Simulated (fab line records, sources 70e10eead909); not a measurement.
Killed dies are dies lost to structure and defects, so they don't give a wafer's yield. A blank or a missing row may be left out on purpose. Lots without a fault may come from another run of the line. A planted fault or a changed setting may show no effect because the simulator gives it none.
Chamber matching | flow nand_harc | NHARC_A_SGD_CUT_ETCH_58 on rie_diel-08: 4 sister chambers
The step etches the open film in CF4, target depth 39 nm, time 65 s. 18 wafers are shown with their chamber, then 9 later ones without.

WAFERS WITH THEIR CHAMBER
wafer  | chamber | oes_product_au (a.u.) | throttle_valve_pct (%) | rf_vpp_V (V)
L075.1 | 1       | 1.000                 | 13.279                 | 151.9
L075.5 | 3       | 0.988                 | 13.262                 | 151.4
L075.6 | 2       | 0.981                 | 13.302                 | 152.0
L076.2 | 3       | 0.988                 | 13.271                 | 151.3
L076.4 | 2       | 0.974                 | 13.285                 | 151.1
L076.6 | 1       | 1.007                 | 13.279                 | 153.3
L081.1 | 3       | 0.990                 | 13.291                 | 152.3
L081.4 | 2       | 0.996                 | 13.285                 | 153.3
L081.6 | 1       | 0.986                 | 13.280                 | 151.7
L083.1 | 3       | 0.986                 | 13.258                 | 153.6
L083.2 | 0       | 0.979                 | 13.292                 | 151.0
L083.5 | 3       | 0.982                 | 13.294                 | 153.7
L087.3 | 0       | 0.981                 | 13.305                 | 151.3
L087.5 | 1       | 1.003                 | 13.276                 | 152.5
L087.6 | 0       | 0.988                 | 13.286                 | 152.2
L085.1 | 2       | 0.986                 | 13.280                 | 150.3
L085.5 | 1       | 1.006                 | 13.279                 | 152.0
L085.6 | 0       | 0.986                 | 13.291                 | 152.6

SIGNATURES (means of the wafers above)
reading            | chamber 0 | chamber 1 | chamber 2 | chamber 3 | scatter within a chamber
oes_product_au     | 0.98350   | 1.00040   | 0.98425   | 0.98680   | 0.00674
throttle_valve_pct | 13.29350  | 13.27860  | 13.28800  | 13.27520  | 0.0106
rf_vpp_V           | 151.775   | 152.280   | 151.675   | 152.460   | 0.987
Rule: a wafer's distance from a chamber is the root of the sum, over the readings, of the square of ((its reading less the chamber's mean) divided by the reading's scatter). The wafer belongs to the nearest chamber; if the next one is less than 2 further off, it can't be placed. The scatter: the root of (the sum of the squares of (reading less its chamber's mean) over the shown wafers, divided by (wafers less chambers)).

WAFERS WITHOUT THEIR CHAMBER
wafer  | oes_product_au (a.u.) | throttle_valve_pct (%) | rf_vpp_V (V)
L090.1 | 0.989                 | 13.297                 | 152.7
L090.3 | 0.992                 | 13.282                 | 151.0
L090.6 | 1.020                 | 13.277                 | 151.0
L092.1 | 1.005                 | 13.284                 | 151.2
L092.2 | 0.989                 | 13.291                 | 152.0
L092.4 | 0.992                 | 13.296                 | 151.2
L097.1 | 1.008                 | 13.275                 | 153.3
L097.3 | 0.997                 | 13.276                 | 152.3
L097.5 | 0.997                 | 13.282                 | 152.8

WHICH CHAMBER EACH WENT THROUGH
wafer  | from the rows above               | in truth
L090.1 | can't be placed: 0 or 2 or 3 or 1 | 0
L090.3 | can't be placed: 2 or 3 or 1 or 0 | 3
L090.6 | can't be placed: 1 or 3           | 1
L092.1 | can't be placed: 1 or 3 or 2 or 0 | 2
L092.2 | can't be placed: 2 or 0 or 3 or 1 | 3
L092.4 | can't be placed: 0 or 2 or 1 or 3 | 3
L097.1 | can't be placed: 1 or 3           | 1
L097.3 | can't be placed: 1 or 3 or 2      | 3
L097.5 | can't be placed: 1 or 3 or 2 or 0 | 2
Placed correctly: 0 of 9. Can't be placed from these rows: 9 (the true chamber is among the candidates in 9). Placed wrongly: 0.
